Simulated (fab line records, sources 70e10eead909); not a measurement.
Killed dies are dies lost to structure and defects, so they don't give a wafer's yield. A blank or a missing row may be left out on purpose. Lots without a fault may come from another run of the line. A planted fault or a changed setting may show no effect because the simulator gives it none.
fab line records | flow nand_harc
record lots=10 wafers=30 last_day=31
route steps=1302 shown A_CHANNEL_HOLE_D1@466 A_CHANNEL_FILL_D1@501 END@1302
lots that met no fault: from a run of the same line without faults
start_h: hours from the record's first day to the start of the lot's first wafer shown | wait_h: hours since the lot's step before | " the same as in the row above | L1.1+2: a row that stands for several wafers | - no value, or no start given | * or withheld: withheld | < > ~ a bound
route shown NAME@n: a module of which the file shows steps, and the number in the route of the first | usual: mean/standard deviation of fault-free wafers | same: alike in all rows | chamber/n: place in a boat | sites: the reading at each site | _std_site: their standard deviation | _edge_site: outer sites' mean less inner sites' | radius_mm: how far each site lies from the wafer's centre | mask NAME#n: copy n | behind: the tool/chamber that last shaped the wafer | hold: why the lot was held/for how many hours/how that ended | device: the transistor (n, p or np) that didn't switch | end of line: the same wafers' tests at the end of the route | a step without rows: its recipe alone | killed: dies lost to structure and defects at the first sort, not the wafer's yield | map: a wafer's dies, x killed, . not, _ none there
set.NAME: the setting as run; set.NAME@STEP: as run at that earlier step | model.NAME: the simulator's own value behind a step, which no gauge read
steps of the route over a sample of lots; a table a step, a row a wafer
services: from which hour (start_h, from the record's first day; less than 0 if before it) a tool's chamber was out of use, for how many hours, and why
## steps
# step NHARC_A_CHANNEL_HOLE_D1_ETCH_38
# recipe target_depth_a=390 over_etch_frac=0.3 time_s=65 ion_energy_ev=80 cf4_flow_sccm=150 ar_flow_sccm=0 rf_w=300 bias_w=100 chemistry=CF4
# usual cf4_flow_sccm=150.0/0.43 drypump_motor_current_A=5.7/0.32 oes_product_au=1.002/0.01 rf_fwd_power_W=297.3/1.3 rf_vpp_V=151.4/1 showerhead_plenum_p_Torr=1.79/0.041 throttle_valve_pct=13.283/0.0092
# columns lot.wafer tool chamber start_h wait_h cf4_flow_sccm drypump_motor_current_A oes_product_au rf_fwd_power_W rf_hours_counter_h rf_vpp_V showerhead_plenum_p_Torr throttle_valve_pct
L348.1 rie_diel-10 3 190.72 0.1 150.4 6.2 1.006 297.6 8 152.2 1.83 13.267
L348.2 " 0 " " 150.1 5.5 1.002 296.3 8 150.4 1.72 13.283
L348.5 " 3 " " 150.5 6.2 1.013 299.3 - 151.8 1.83 13.279
L347.2 rie_diel-10 2 190.97 0.2 149.9 5.6 0.983 296.7 9 153.6 1.79 13.295
L347.3 " 0 " " 150.4 5.5 1.016 296.7 8 150.4 1.72 13.277
L347.5 " 3 " " 150.2 6.2 1.006 298.0 - 150.4 1.83 13.279
L350.2 rie_diel-10 2 216.24 0.1 149.8 5.6 0.983 298.1 11 151.7 1.79 13.277
L350.1 " 3 " " 149.7 6.2 1.007 296.5 10 151.3 1.83 13.277
L350.4 " 0 " " 150.1 5.5 1.006 297.6 11 151.1 1.72 13.280
L351.2 rie_diel-10 3 236.17 0.1 150.1 6.2 1.016 297.0 11 152.7 1.83 13.285
L351.5 " 1 " " 149.7 5.6 1.018 298.1 - 151.6 1.80 13.279
L351.6 " 2 " " 149.7 5.6 0.993 297.9 - 150.6 1.79 13.272
L352.2 rie_diel-10 3 237.72 0.1 149.3 6.1 1.013 296.8 11 151.5 1.83 13.292
L352.1 " 1 " " 150.1 5.6 1.001 298.2 14 151.0 1.80 13.279
L352.4 " 2 " " 150.7 5.6 0.981 295.7 - 150.7 1.78 13.288
L354.1 rie_diel-10 1 265.37 0.1 150.1 5.6 0.999 296.2 1 152.5 1.80 13.281
L354.6 " 2 " " 150.0 5.6 0.988 297.4 - 153.0 1.78 13.294
L354.5 " 0 " " 149.8 5.6 1.004 295.6 - 151.9 1.72 13.293
L357.3 rie_diel-10 0 286.13 0.1 150.3 5.5 1.010 295.2 3 150.5 1.72 13.284
L357.4 " 1 " " 150.0 5.6 1.005 298.9 3 151.8 1.80 13.290
L357.5 " 0 " " 149.6 5.5 1.015 295.3 - 150.1 1.72 13.285
L361.2 rie_diel-11 0 323.35 0.1 149.9 6.6 1.016 295.6 19 150.8 1.79 13.267
L361.3 " 2 " " 150.7 5.4 1.015 295.3 20 152.2 1.82 13.300
L361.6 " 0 " " 149.7 6.7 1.018 295.4 - 152.5 1.79 13.279
L362.1 rie_diel-08 3 339.11 0.1 149.9 5.8 1.000 297.6 44 150.3 1.75 13.294
L362.3 " 0 " " 150.3 5.4 0.996 299.1 48 150.7 1.80 13.291
L362.6 " 2 " " 150.7 5.6 0.998 295.6 - 149.5 1.74 13.290
L365.2 rie_diel-10 2 364.22 0.1 149.7 5.6 0.993 297.3 9 151.9 1.78 13.284
L365.4 " 0 " " 150.8 5.5 1.009 296.6 8 149.8 1.72 13.281
L365.5 " 2 " " 150.4 5.6 0.994 298.6 - 152.1 1.78 13.296
# step NHARC_A_CHANNEL_HOLE_D1_ETCH_16
# recipe target_depth_a=31000 over_etch_frac=0.3 time_s=806 ion_energy_ev=150 o2_flow_sccm=400 cos_flow_sccm=20 ar_flow_sccm=0 rf_w=500 bias_w=300 chemistry=O2/COS
# usual cos_flow_sccm=19.99/0.052 drypump_motor_current_A=5.68/0.3 oes_product_au=1.002/0.0099 rf_fwd_power_W=499.4/1.3 rf_vpp_V=314.7/1.2 showerhead_plenum_p_Torr=3.16/0.068 throttle_valve_pct=28.329/0.0089
# columns lot.wafer tool chamber start_h wait_h cos_flow_sccm drypump_motor_current_A oes_product_au rf_fwd_power_W rf_hours_counter_h rf_vpp_V showerhead_plenum_p_Torr throttle_valve_pct
L348.1 rie_diel-10 1 - - 19.98 5.66 1.002 501.7 9 315.5 3.19 28.324
L348.2 " 0 " " 19.94 5.56 1.012 499.1 8 312.8 3.04 28.335
L348.5 " 1 " " 19.93 5.63 1.012 501.7 - 314.0 3.19 28.325
L347.2 rie_diel-10 0 - - 19.98 5.53 1.012 501.5 9 313.5 3.04 28.349
L347.3 " 2 " " 20.03 5.63 0.984 499.2 10 314.2 3.15 28.323
L347.5 " 0 " " 19.98 5.58 1.005 501.3 - 312.1 3.04 28.353
L350.2 rie_diel-10 1 - - 19.93 5.63 1.005 499.3 12 315.1 3.19 28.322
L350.1 " 2 " " 19.94 5.63 0.975 500.2 12 315.8 3.15 28.330
L350.4 " 0 " " 20.02 5.56 0.990 499.0 11 314.0 3.04 28.318
L351.2 rie_diel-10 0 - - 19.96 5.56 1.002 498.7 12 313.7 3.04 28.317
L351.6 " 1 " " 20.00 5.62 1.006 499.3 - 314.6 3.19 28.326
L351.5 " 2 " " 19.93 5.62 0.984 501.1 - 315.9 3.15 28.331
L352.1 rie_diel-10 3 - - 19.99 6.21 1.020 501.4 12 316.5 3.22 28.322
L352.2 " 1 " " 19.99 5.64 1.007 501.6 14 314.2 3.19 28.326
L352.4 " 3 " " 19.95 6.21 1.019 501.8 - 316.7 3.22 28.342
L354.1 rie_diel-10 0 - - 19.99 5.56 0.992 497.2 1 313.6 3.04 28.337
L354.6 " 2 " " 19.93 5.60 1.001 498.7 - 313.9 3.15 28.341
L354.5 " 0 " " 20.01 5.56 1.003 497.3 - 312.6 3.04 28.327
L357.4 rie_diel-10 2 - - 19.91 5.61 1.003 500.8 3 315.3 3.15 28.335
L357.3 " 3 " " 19.96 6.14 1.006 502.3 1 315.4 3.22 28.329
L357.5 " 3 " " 20.01 6.19 0.985 501.0 - 315.0 3.22 28.348
L361.3 rie_diel-11 0 - - 20.05 6.63 1.016 498.9 20 315.8 3.16 28.336
L361.2 " 1 " " 20.06 5.12 1.001 500.3 20 314.5 3.10 28.326
L361.6 " 2 " " 19.91 5.37 1.009 498.9 - 315.6 3.22 28.318
L362.1 rie_diel-08 0 - - 19.86 5.37 1.003 499.0 49 314.2 3.18 28.352
L362.3 " 1 " " 19.99 5.60 1.004 497.0 49 315.9 3.24 28.308
L362.6 " 3 " " 20.02 5.87 1.007 495.7 - 314.4 3.09 28.342
L365.4 rie_diel-10 2 - - 19.97 5.61 0.988 500.8 9 315.5 3.15 28.340
L365.2 " 0 " " 19.96 5.55 0.998 500.5 9 312.7 3.04 28.333
L365.5 " 1 " " 20.03 5.66 1.005 498.1 - 314.9 3.18 28.330
# step NHARC_A_CHANNEL_HOLE_D1_STRIP_27
# recipe o2_flow_sccm=500 ar_flow_sccm=0 bias_w=0 chemistry=O2
# usual drypump_motor_current_A=5.68/0.28 oes_product_au=1.000/0.01 rf_vpp_V=57.9/0.85 showerhead_plenum_p_Torr=3.57/0.081 throttle_valve_pct=17.037/0.0083
# columns lot.wafer tool chamber start_h wait_h drypump_motor_current_A oes_product_au rf_hours_counter_h rf_vpp_V showerhead_plenum_p_Torr throttle_valve_pct
L348.1 rie_diel-10 0 - - 5.54 1.011 9 58.3 3.44 17.031
L348.2 " 2 " " 5.63 0.987 10 57.8 3.56 17.045
L348.5 " 1 " " 5.65 1.018 - 59.3 3.60 17.034
L347.3 rie_diel-11 3 - - 5.23 1.014 32 58.7 3.75 17.022
L347.2 " 2 " " 5.38 1.018 30 59.4 3.66 17.030
L347.5 " 3 " " 5.26 1.017 - 60.0 3.75 17.050
L350.1 rie_diel-08 3 - - 5.87 1.003 5 57.7 3.51 17.048
L350.2 " 0 " " 5.37 0.983 7 58.1 3.61 17.036
L350.4 " 1 " " 5.64 0.998 7 59.3 3.68 17.028
L351.2 rie_diel-08 0 - - 5.37 0.979 13 57.4 3.61 17.031
L351.6 " 1 " " 5.58 1.000 - 56.4 3.68 17.018
L351.5 " 2 " " 5.60 0.999 - 57.3 3.49 17.032
L352.2 rie_diel-08 1 - - 5.55 1.005 16 58.5 3.68 17.046
L352.1 " 2 " " 5.60 0.997 13 58.3 3.49 17.045
L352.4 " 3 " " 5.86 0.997 12 56.8 3.51 17.041
L354.1 rie_diel-08 0 - - 5.38 1.002 25 58.0 3.60 17.024
L354.6 " 1 " " 5.56 0.994 - 57.9 3.67 17.024
L354.5 " 2 " " 5.59 1.006 - 58.9 3.49 17.048
L357.4 rie_diel-10 0 - - 5.59 1.001 4 56.4 3.44 17.030
L357.3 " 2 " " 5.62 0.990 4 58.6 3.56 17.048
L357.5 " 0 " " 5.59 1.000 - 58.6 3.44 17.042
L361.2 rie_diel-08 2 - - 5.60 0.982 42 57.2 3.47 17.042
L361.3 " 3 " " 5.86 0.982 42 57.6 3.49 17.037
L361.6 " 2 " " 5.60 0.989 - 58.1 3.47 17.041
L362.3 rie_diel-08 0 - - 5.38 1.006 51 58.7 3.59 17.035
L362.1 " 2 " " 5.56 0.999 48 57.9 3.47 17.028
L362.6 " 0 " " 5.37 0.987 - 56.2 3.59 17.042
L365.4 rie_diel-10 2 - - 5.61 0.991 10 58.2 3.55 17.035
L365.2 " 3 " " 6.16 1.003 7 57.1 3.64 17.045
L365.5 " 1 " " 5.64 1.001 - 56.8 3.59 17.023
# step NHARC_A_CHANNEL_HOLE_D1_INSPECT_40
# usual raw_defect_count=73/31
# columns lot.wafer tool chamber start_h wait_h raw_defect_count
L348.1 defect_inspect-02 - 198.14 - 101
L348.2 " - " " 99
L348.5 " - " " 135
L347.2 defect_inspect-02 - 198.53 - 59
L347.3 " - " " 48
L347.5 " - " " 61
L350.1 defect_inspect-01 - 223.08 - 48
L350.2 " - " " 45
L350.4 " - " " 39
L351.2 defect_inspect-01 - 242.96 - 88
L351.5 " - " " 105
L351.6 " - " " 90
L352.1 defect_inspect-01 - 244.91 - 60
L352.2 " - " " 48
L352.4 " - " " 37
L354.1 defect_inspect-01 - 272.35 - 42
L354.5 " - " " 38
L354.6 " - " " 31
L357.3 defect_inspect-01 - 292.94 - 41
L357.4 " - " " 41
L357.5 " - " " 50
L361.2 defect_inspect-02 - 331.99 - 46
L361.3 " - " " 51
L361.6 " - " " 53
L362.1 defect_inspect-01 - 346.77 - 134
L362.3 " - " " 117
L362.6 " - " " 107
L365.2 defect_inspect-01 - 371.24 - 42
L365.4 " - " " 726
L365.5 " - " " 43
# step NHARC_A_CHANNEL_FILL_D1_STRIP_28
# recipe time_s=20 o2_flow_sccm=500 ar_flow_sccm=0 bias_w=0 chemistry=O2
# usual drypump_motor_current_A=5.8/0.47 oes_product_au=1.002/0.011 rf_vpp_V=57.8/0.9 showerhead_plenum_p_Torr=3.53/0.14 throttle_valve_pct=17.036/0.0087
# columns lot.wafer tool chamber start_h wait_h drypump_motor_current_A oes_product_au rf_hours_counter_h rf_vpp_V showerhead_plenum_p_Torr throttle_valve_pct
L348.2 rie_diel-07 1 222.46 0.1 4.9 1.000 5 58.7 3.72 17.043
L348.1 " 2 " " 6.3 1.020 5 58.9 3.51 17.027
L348.5 " 1 " " 4.9 0.997 - 58.4 3.72 17.032
L347.2 rie_diel-03 3 222.48 0.1 5.4 0.998 9 56.8 3.40 17.049
L347.3 " 0 " " 6.0 1.006 8 58.6 3.55 17.048
L347.5 " 2 " " 6.0 0.994 - 57.6 3.63 17.041
L350.1 rie_diel-03 3 248.27 0.2 5.4 0.993 10 56.6 3.40 17.033
L350.2 " 2 " " 6.1 0.988 10 57.9 3.62 17.038
L350.4 " 2 " " 6.0 0.990 - 57.6 3.62 17.048
L352.2 rie_diel-03 3 268.56 0.1 5.4 0.984 11 55.8 3.40 17.018
L352.4 " 0 " " 5.9 0.991 10 58.2 3.55 17.019
L352.1 " 1 " " 6.2 0.993 11 56.6 3.44 17.031
L351.2 rie_diel-07 2 268.57 0.1 6.3 1.025 8 59.0 3.51 17.029
L351.5 " 3 " " 6.5 1.005 - 56.8 3.47 17.052
L351.6 " 0 " " 6.3 1.002 - 56.1 3.43 17.040
L354.1 rie_diel-03 1 294.97 0.1 6.2 1.003 0 56.9 3.44 17.046
L354.5 " 0 " " 5.9 1.016 - 58.2 3.54 17.025
L354.6 " 1 " " 6.2 1.009 - 59.5 3.44 17.044
L357.4 rie_diel-06 1 317.25 0.1 5.1 1.022 - 58.5 3.77 17.028
L357.3 " 3 " " 5.8 1.008 - 57.8 3.31 17.021
L357.5 " 1 " " 5.1 1.021 - 58.0 3.77 17.052
L361.3 rie_diel-06 0 355.89 0.1 5.8 1.004 2 57.5 3.60 17.034
L361.2 " 1 " " 5.1 1.022 2 58.5 3.76 17.049
L361.6 " 3 " " 5.8 1.004 - 57.8 3.31 17.032
L362.3 rie_diel-07 2 371.43 0.1 6.3 1.027 3 58.5 3.51 17.043
L362.1 " 3 " " 6.6 0.990 3 57.8 3.47 17.025
L362.6 " 2 " " 6.3 1.011 - 59.2 3.51 17.028
L365.2 rie_diel-03 3 397.82 0.1 5.4 0.992 6 57.2 3.39 17.023
L365.4 " 0 " " 5.9 1.009 - 57.9 3.54 17.037
L365.5 " 2 " " 6.0 1.006 - 57.9 3.62 17.032
# step NHARC_END_SORT_01
# recipe temp_c=25
# usual killed_at_array=41/10 killed_at_other=0.8/0.91 killed_at_periphery=4.2/2.9 killed_dies=46/10 killed_open=3.5/2.1 killed_short=2.5/1.6
# same gross_dies=677
# columns lot.wafer tool chamber start_h wait_h killed_at_array killed_at_other killed_at_periphery killed_dies killed_open killed_short
L365.2 prober-01 0 740.38 2.8 49 0 0 49 4 0
L365.4 prober-01 0 741.98 3.4 103 2 1 106 4 3
L365.5 prober-01 0 742.78 3.7 55 1 3 59 3 3
# killed by level:class
L365.2 A_CHANNEL_HOLE_D2:chamber_film_flake=15 A_SLIT:chamber_film_flake=12 A_CONTACT:chamber_film_flake=6 A_STAIRCASE:chamber_film_flake=4 A_CHANNEL_HOLE_D1:chamber_film_flake=3 A_CHANNEL_FILL_D2:chamber_film_flake=2 A_M1:chamber_film_flake=2 A_WL_FILL:geometric_particle:open=1
L365.4 A_CHANNEL_HOLE_D1:unspecified=65 A_SLIT:chamber_film_flake=12 A_CHANNEL_HOLE_D1:chamber_film_flake=5 A_STAIRCASE:chamber_film_flake=5 A_CHANNEL_HOLE_D2:chamber_film_flake=4 A_ONON_D1:geometric_particle:short=2 A_CONTACT:chamber_film_flake=2 A_WL_FILL:chamber_film_flake=2
L365.5 A_CHANNEL_HOLE_D2:chamber_film_flake=18 A_SLIT:chamber_film_flake=14 A_CHANNEL_HOLE_D1:chamber_film_flake=5 A_M1:chamber_film_flake=5 A_STAIRCASE:chamber_film_flake=4 A_CHANNEL_FILL_D2:chamber_film_flake=3 A_WL_FILL:chamber_film_flake=2 P_STI:geometric_particle:short=1
## services
# columns tool chamber start_h hours kind
rie_diel-06 2 170.13 5.6 repair
rie_diel-11 2 170.13 4.2 repair
rie_diel-07 - 184.74 0.2 repair
rie_diel-08 - 192.40 9.0 pm
rie_diel-07 1 195.37 10.8 repair
rie_diel-08 - 202.39 1.3 repair
rie_diel-03 0 204.08 6.0 repair
rie_diel-07 - 219.17 0.3 repair
rie_diel-03 1 226.98 4.3 repair
rie_diel-07 1 234.92 8.7 repair
rie_diel-10 0 237.59 4.2 repair
rie_diel-10 - 242.53 9.0 pm
rie_diel-03 0 244.04 8.1 repair
rie_diel-11 - 258.98 9.0 pm
rie_diel-03 - 281.30 9.0 pm
rie_diel-07 - 294.20 9.0 pm
rie_diel-10 0 305.62 16.1 repair
rie_diel-11 0 329.81 4.3 repair
rie_diel-08 - 371.91 9.0 pm
rie_diel-11 2 374.60 5.1 repair
rie_diel-11 0 376.23 4.5 repair
rie_diel-11 1 382.95 10.2 repair
rie_diel-03 1 392.73 7.1 repair
rie_diel-03 3 393.10 4.0 repair
## key
first_sign step=NHARC_A_CHANNEL_HOLE_D1_INSPECT_40 reading=raw_defect_count direction=up sigmas=21 usual=73 struck=726
effect step=NHARC_END_SORT_01 reading=killed_at_array direction=up sigmas=6.1 usual=41 struck=103
more_kills_born_at NHARC_A_CHANNEL_HOLE_D1_ETCH_38@rie_diel-10=65
met_at NHARC_A_CHANNEL_HOLE_D1_ETCH_38
struck_lots L365
struck_wafers L365.4
tester_left_out L365
not_acting_at NHARC_A_CHANNEL_HOLE_D1_ETCH_16,NHARC_A_CHANNEL_HOLE_D1_STRIP_27,NHARC_A_CHANNEL_FILL_D1_STRIP_28
onset_between 286.13 364.22
fault kind=chamber_particle_source tool=rie_diel-10 chamber=0 onset_h=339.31 steps=NHARC_A_CHANNEL_HOLE_D1_ETCH_38 rate_per_visit_cm2=0.95762 end_h=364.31
# tester_left_out: of these lots the tester's yield and bins aren't shown, on N5 and GAA mostly nor the transistor test; their killed dies are dies lost to structure and defects alone, not to doping, threshold or leakage, so they don't give the yield
